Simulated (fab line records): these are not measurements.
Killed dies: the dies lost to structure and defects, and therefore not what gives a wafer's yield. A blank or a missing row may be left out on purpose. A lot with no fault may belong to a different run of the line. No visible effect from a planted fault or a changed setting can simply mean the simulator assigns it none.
fab line records    flow nand-harc
[record] lots = 15  wafers = 45  last-day = 24
route steps=1159 shown A_CONTACT@954 A_M1@1048 A_BONDPAD@1060 END@1159
lots that met no fault: taken from a fault-free run of the same line
start-h: hours from the record's first day to the start of the lot's first wafer shown    wait-h: time in hours since the lot's previous step    " repeats the value in the row above    L1.1+2: one row covering several wafers at once    - no value, or no start given    * or withheld: withheld    < > ~ a bound
route shown NAME@n: a module of which the file shows steps, and the number in the route of the first    usual: mean and standard deviation over wafers with no fault    same: alike in all rows    chamber/n: place in a boat    sites: the reading at each site    _std_site: their standard deviation    _edge_site: outer sites' mean less inner sites'    radius-mm: how far each site lies from the wafer's centre    mask NAME#n: copy n    behind: the most recent tool/chamber to have shaped the wafer    hold: reason for holding the lot/hours on hold/outcome of the hold    device: the n, p or np transistor that did not switch    end of line: the route-end tests of the same wafers    a step with no rows: only its recipe    killed: dies that structure and defects cost at the first sort, which is not the same as the wafer's yield    map: a wafer's dies, marking killed ones x, the rest . and places with no die _
set.NAME: the run value of the setting; set.NAME@STEP: its run value at that earlier step    model.NAME: the simulator's own value behind a step, which no gauge read
the route's steps for a sample of lots (tables are steps, rows are wafers)
services: from which hour (start-h, from the record's first day; less than 0 if before it) a tool's chamber was out of use, for how many hours, and why
[[steps]]
[step NHARC_A_CONTACT_STRIP_109]
[recipe] o2-flow-sccm = 400  cos-flow-sccm = 20  ar-flow-sccm = 0  bias-w = 0  chemistry = O2/COS
lot.wafer   tool         chamber  start-h  wait-h
L582.1+4+6  rie-diel-09  1,3,2    381.71   0.0
L585.1+3+6  rie-diel-09  0,1,1    399.94   0.1
L583.4+5+6  rie-diel-09  1,2,3    401.10   0.1
L584.1+3+6  rie-diel-09  1,0,1    420.77   0.1
L587.2+4+6  rie-diel-08  2,0,2    421.14   0.1
L588.1+5+6  rie-diel-09  0,3,0    426.41   0.1
L590.2+4+6  rie-diel-09  1,2,2    444.58   0.0
L594.2+1+4  rie-diel-07  1,2,3    461.98   0.1
L598.4+1+6  rie-diel-07  1,2,0    470.09   0.1
L597.2+4+5  rie-diel-08  2,0,2    472.58   0.0
L601.3+2+6  rie-diel-07  1,2,1    493.63   0.1
L605.1+4+6  rie-diel-09  1,1,3    509.22   0.1
L603.3+2+5  rie-diel-07  2,3,1    516.20   0.1
L602.3+6+5  rie-diel-09  0,0,1    517.05   0.1
L604.1+2+4  rie-diel-09  1,3,0    519.92   0.1
[step NHARC_A_M1_PVD_20]
[recipe] target-thk-a = 50  bias-v = 168.6  power-w = 15000  chamber-pressure-pa = 0.12  time-s = 8.06  substrate-temp-c = 50  material = TaN
[usual] throttle-valve-pct = 30.0/1.2
lot.wafer  tool            chamber  start-h  wait-h  throttle-valve-pct
L582.1     pvd-sputter-01  -        -        -       30.6
L582.4     "               -        "        "       30.9
L582.6     "               -        "        "       30.5
L585.1     pvd-sputter-02  -        -        -       30.4
L585.3     "               -        "        "       31.2
L585.6     "               -        "        "       30.5
L583.4     pvd-sputter-01  -        -        -       30.4
L583.6     "               -        "        "       30.7
L583.5     "               -        "        "       30.5
L584.3     pvd-sputter-02  -        -        -       28.0
L584.1     "               -        "        "       31.5
L584.6     "               -        "        "       31.2
L587.4     pvd-sputter-03  -        -        -       30.8
L587.2     "               -        "        "       30.7
L587.6     "               -        "        "       31.8
L588.1     pvd-sputter-02  -        -        -       27.9
L588.5     "               -        "        "       28.0
L588.6     "               -        "        "       31.5
L590.2     pvd-sputter-01  -        -        -       30.6
L590.4     "               -        "        "       30.6
L590.6     "               -        "        "       27.8
L594.2     pvd-sputter-01  -        -        -       30.8
L594.1     "               -        "        "       30.4
L594.4     "               -        "        "       28.0
L598.1     pvd-sputter-02  -        -        -       31.0
L598.4     "               -        "        "       30.4
L598.6     "               -        "        "       27.9
L597.4     pvd-sputter-03  -        -        -       31.3
L597.2     "               -        "        "       31.3
L597.5     "               -        "        "       30.7
L601.2     pvd-sputter-01  -        -        -       30.6
L601.3     "               -        "        "       30.3
L601.6     "               -        "        "       30.7
L605.1     pvd-sputter-02  -        -        -       30.5
L605.4     "               -        "        "       28.9
L605.6     "               -        "        "       31.1
L603.2     pvd-sputter-02  -        -        -       28.0
L603.3     "               -        "        "       31.3
L603.5     "               -        "        "       28.1
L602.3     pvd-sputter-01  -        -        -       28.1
L602.6     "               -        "        "       29.1
L602.5     "               -        "        "       30.6
L604.4     pvd-sputter-03  -        -        -       31.2
L604.2     "               -        "        "       30.5
L604.1     "               -        "        "       30.3
[step NHARC_A_BONDPAD_CMP_29]
[recipe] target-thk-nm = 200  material = SiCN
[usual] motor-current-A = 12.1/1.2  slurry-flow-ml-min = 150.0/0.42
lot.wafer  tool    chamber  start-h  wait-h  motor-current-A  slurry-flow-ml-min
L582.4     cmp-04  0        408.95   -       11.4             150.7
L582.1     "       1        "        "       14.6             149.7
L582.6     "       0        "        "       11.3             150.6
L585.1     cmp-01  3        418.82   -       10.6             149.3
L585.3     "       0        "        "       12.2             149.9
L585.6     "       0        "        "       12.6             149.5
L583.4     cmp-04  2        421.02   -       12.7             149.6
L583.6     "       3        "        "       11.4             149.9
L583.5     "       0        "        "       11.6             149.8
L584.1     cmp-04  0        439.90   -       11.9             150.0
L584.3     "       1        "        "       14.3             149.8
L584.6     "       3        "        "       11.0             150.4
L587.4     cmp-03  2        439.94   -       11.2             149.7
L587.2     "       3        "        "       11.9             150.7
L587.6     "       3        "        "       12.2             150.6
L588.1     cmp-04  3        449.16   -       12.3             150.4
L588.6     "       1        "        "       13.6             149.9
L588.5     "       2        "        "       13.5             149.6
L590.2     cmp-03  1        461.80   -       13.6             149.1
L590.4     "       0        "        "       12.8             150.2
L590.6     "       1        "        "       13.2             150.0
L594.2     cmp-04  2        482.74   -       13.0             150.5
L594.1     "       3        "        "       11.7             150.0
L594.4     "       1        "        "       14.3             150.3
L598.4     cmp-03  3        492.60   -       12.5             150.1
L598.1     "       1        "        "       13.3             150.0
L598.6     "       3        "        "       12.7             150.1
L597.4     cmp-03  2        493.55   -       11.1             149.4
L597.2     "       3        "        "       12.6             150.0
L597.5     "       1        "        "       13.2             150.3
L601.2     cmp-01  2        513.30   -       9.9              149.9
L601.3     "       1        "        "       11.2             150.6
L601.6     "       2        "        "       10.1             149.7
L605.4     cmp-04  2        527.57   -       13.1             149.6
L605.1     "       1        "        "       14.3             149.6
L605.6     "       3        "        "       11.1             150.6
L603.2     cmp-03  0        531.72   -       12.6             150.0
L603.3     "       3        "        "       12.9             150.3
L603.5     "       0        "        "       12.5             149.5
L602.3     cmp-01  1        532.44   -       10.8             150.9
L602.5     "       1        "        "       11.5             150.5
L602.6     "       2        "        "       9.9              150.1
L604.2     cmp-04  0        535.30   -       11.6             149.3
L604.4     "       2        "        "       12.9             149.8
L604.1     "       3        "        "       10.7             151.0
[step NHARC_A_BONDPAD_CD_MEAS_13]
[usual] cd-nm = 499.6/1.5
lot.wafer  tool       chamber  start-h  wait-h  cd-nm
L582.1     cd-sem-03  -        410.27   -       500.3
L582.4     "          -        "        "       498.8
L582.6     "          -        "        "       496.6
L585.1     cd-sem-03  -        420.18   -       501.7
L585.3     "          -        "        "       500.6
L585.6     "          -        "        "       499.1
L583.4     cd-sem-03  -        422.32   -       498.4
L583.5     "          -        "        "       500.9
L583.6     "          -        "        "       500.5
L584.1     cd-sem-03  -        441.21   -       501.2
L584.3     "          -        "        "       500.1
L584.6     "          -        "        "       500.9
L587.2     cd-sem-01  -        441.38   -       499.7
L587.4     "          -        "        "       499.3
L587.6     "          -        "        "       500.4
L588.1     cd-sem-01  -        450.34   -       499.1
L588.5     "          -        "        "       496.5
L588.6     "          -        "        "       496.0
L590.2     cd-sem-03  -        463.16   -       498.7
L590.4     "          -        "        "       501.4
L590.6     "          -        "        "       498.7
L594.1     cd-sem-01  -        483.96   -       500.5
L594.2     "          -        "        "       499.8
L594.4     "          -        "        "       498.4
L598.1     cd-sem-03  -        493.97   -       500.4
L598.4     "          -        "        "       498.5
L598.6     "          -        "        "       500.1
L597.2     cd-sem-02  -        494.73   -       499.0
L597.4     "          -        "        "       501.6
L597.5     "          -        "        "       499.9
L601.2     cd-sem-03  -        514.69   -       499.1
L601.3     "          -        "        "       500.2
L601.6     "          -        "        "       499.3
L605.1     cd-sem-02  -        528.79   -       499.2
L605.4     "          -        "        "       498.9
L605.6     "          -        "        "       499.6
L603.2     cd-sem-01  -        532.94   -       496.8
L603.3     "          -        "        "       500.2
L603.5     "          -        "        "       496.4
L602.3     cd-sem-03  -        533.71   -       500.9
L602.5     "          -        "        "       501.2
L602.6     "          -        "        "       498.9
L604.1     cd-sem-02  -        536.53   -       498.6
L604.2     "          -        "        "       499.6
L604.4     "          -        "        "       499.0
[step NHARC_END_SORT_01]
[recipe] temp-c = 25
[usual] killed-at-array = 26/9.9  killed-at-other = 0.8/1  killed-at-periphery = 2.8/2.2  killed-dies = 29/9.9  killed-open = 3.2/1.8  killed-short = 2.1/1.4
[same] gross-dies = 677
lot.wafer  tool       chamber  start-h  wait-h  killed-at-array  killed-at-other  killed-at-periphery  killed-dies  killed-open  killed-short
L584.1     prober-02  0        471.42   2.5     96               1                0                    97           2            1
L584.3     prober-02  0        473.03   3.1     89               0                4                    93           6            2
L584.6     prober-02  0        475.44   4.0     96               0                3                    99           4            0
L588.1     prober-01  0        480.99   2.5     85               1                2                    88           5            2
L588.5     prober-01  0        484.19   3.7     83               1                2                    86           3            2
L588.6     prober-01  0        484.99   4.0     87               0                2                    89           3            3
L590.2     prober-01  0        491.08   2.8     126              0                2                    128          3            2
L590.4     prober-01  0        492.68   3.4     101              1                2                    104          2            0
L590.6     prober-01  0        494.28   4.0     80               1                4                    85           2            5
// killed by level:class
L584.1 A_CONTACT:unspecified=73 A_SLIT:chamber-film-flake=8 A_STAIRCASE:chamber-film-flake=5 A_CONTACT:chamber-film-flake=4 A_BONDPAD:chamber-film-flake=2 A_ONON_D1:geometric-particle:open=1 A_CONTACT:geometric-particle:short=1 A_M0:geometric-particle:open=1
L584.3 A_CONTACT:unspecified=62 A_SLIT:chamber-film-flake=11 A_STAIRCASE:chamber-film-flake=3 A_BONDPAD:chamber-film-flake=3 A_CONTACT:geometric-particle:open=2 P_GATE:chamber-film-flake=2 P_GATE:geometric-particle:open=1 P_CONTACT:geometric-particle:open=1
L584.6 A_CONTACT:unspecified=71 A_SLIT:chamber-film-flake=9 A_CHANNEL_HOLE_D1:chamber-film-flake=3 A_CONTACT:chamber-film-flake=3 A_M1:chamber-film-flake=3 P_GATE:chamber-film-flake=2 A_BONDPAD:chamber-film-flake=2 P_M0:geometric-particle:open=1
L588.1 A_CONTACT:unspecified=64 A_CHANNEL_HOLE_D1:chamber-film-flake=12 P_CONTACT:geometric-particle:open=2 A_STAIRCASE:chamber-film-flake=2 A_CONTACT:chamber-film-flake=2 A_ONON_D1:geometric-particle:open=1 A_CONTACT:geometric-particle:short=1 A_CONTACT:geometric-particle:open=1
L588.5 A_CONTACT:unspecified=72 A_CHANNEL_HOLE_D1:chamber-film-flake=8 P_STI:geometric-particle:short=1 P_CONTACT:geometric-particle:open=1 A_BLC:geometric-particle:short=1 A_M0:geometric-particle:open=1 STARTING-WAFER:geometric-particle:open=1 A_CHANNEL_FILL_D1:chamber-film-flake=1
L588.6 A_CONTACT:unspecified=62 A_CHANNEL_HOLE_D1:chamber-film-flake=8 A_STAIRCASE:chamber-film-flake=6 A_CONTACT:chamber-film-flake=5 P_M0:geometric-particle:short=1 A_CHANNEL_FILL_D1:geometric-particle:short=1 A_CHANNEL_FILL_D1:geometric-particle:open=1 A_SGD_CUT:geometric-particle:short=1
L590.2 A_CONTACT:unspecified=79 A_CHANNEL_HOLE_D1:chamber-film-flake=18 A_SLIT:chamber-film-flake=15 A_STAIRCASE:chamber-film-flake=8 A_CONTACT:chamber-film-flake=3 P_GATE:geometric-particle:short=1 P_CONTACT:geometric-particle:open=1 A_SGD_CUT:geometric-particle:open=1
L590.4 A_CONTACT:unspecified=61 A_CHANNEL_HOLE_D1:chamber-film-flake=18 A_SLIT:chamber-film-flake=13 A_STAIRCASE:chamber-film-flake=5 P_STI:chamber-film-flake=2 A_ONON_D1:geometric-particle:open=1 STARTING-WAFER:geometric-particle:open=1 A_CHANNEL_FILL_D1:chamber-film-flake=1
L590.6 A_CONTACT:unspecified=54 A_SLIT:chamber-film-flake=11 A_CHANNEL_HOLE_D1:chamber-film-flake=6 A_ONON_D1:geometric-particle:short=2 P_ZERO_WELL:chamber-film-flake=2 P_GATE:geometric-particle:short=1 P_CONTACT:geometric-particle:open=1 A_CHANNEL_FILL_D1:geometric-particle:short=1
[[services]]
tool            chamber  start-h  hours  kind
rie-diel-07     1        371.43   2.3    repair
cmp-01          -        375.65   4.0    pm
pvd-sputter-01  -        376.08   1.0    repair
pvd-sputter-03  -        388.46   0.5    repair
pvd-sputter-03  -        391.83   12.8   repair
pvd-sputter-02  -        392.00   10.0   pm
cmp-04          -        399.25   4.0    pm
rie-diel-07     -        406.41   9.0    pm
pvd-sputter-03  -        406.45   8.6    repair
cmp-01          -        412.07   3.7    repair
rie-diel-09     1        412.88   7.5    repair
rie-diel-09     -        431.13   9.0    pm
pvd-sputter-01  -        435.69   2.1    repair
cmp-03          -        442.01   0.3    repair
cmp-03          -        450.09   4.0    pm
pvd-sputter-03  -        458.00   10.0   pm
pvd-sputter-03  -        471.96   0.8    repair
cmp-01          -        473.65   4.0    pm
rie-diel-09     2        479.59   2.0    repair
cmp-04          -        497.25   4.0    pm
pvd-sputter-01  -        498.02   3.1    repair
rie-diel-09     2        508.61   36.4   repair
rie-diel-07     0        516.39   5.9    repair
pvd-sputter-01  -        518.10   10.0   pm
[[key]]
[first-sign] step = NHARC_END_SORT_01  reading = killed-at-array  direction = up  sigmas = 6.8  usual = 26  struck = 94
[effect] step = NHARC_END_SORT_01  reading = killed-dies  direction = up  sigmas = 6.8  usual = 29  struck = 97
[more-kills-born-at] NHARC_A_CONTACT_STRIP_109@rie-diel-09 = 594
met-at NHARC_A_CONTACT_STRIP_109
struck-lots L584,L588,L590
tester-left-out L584,L588,L590
not-acting-at NHARC_A_M1_PVD_20,NHARC_A_BONDPAD_CMP_29,NHARC_A_BONDPAD_CD_MEAS_13
onset-between 401.10 420.77
[fault] kind = chamber-particle-source  tool = rie-diel-09  chamber = -  onset-h = 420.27  steps = NHARC_A_CONTACT_STRIP_109  rate-per-visit-cm2 = 0.50211  end-h = 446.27
// tester-left-out: of these lots the tester's yield and bins aren't shown, on N5 and GAA mostly nor the transistor test; their killed dies are dies lost to structure and defects alone, not to doping, threshold or leakage, so they don't give the yield
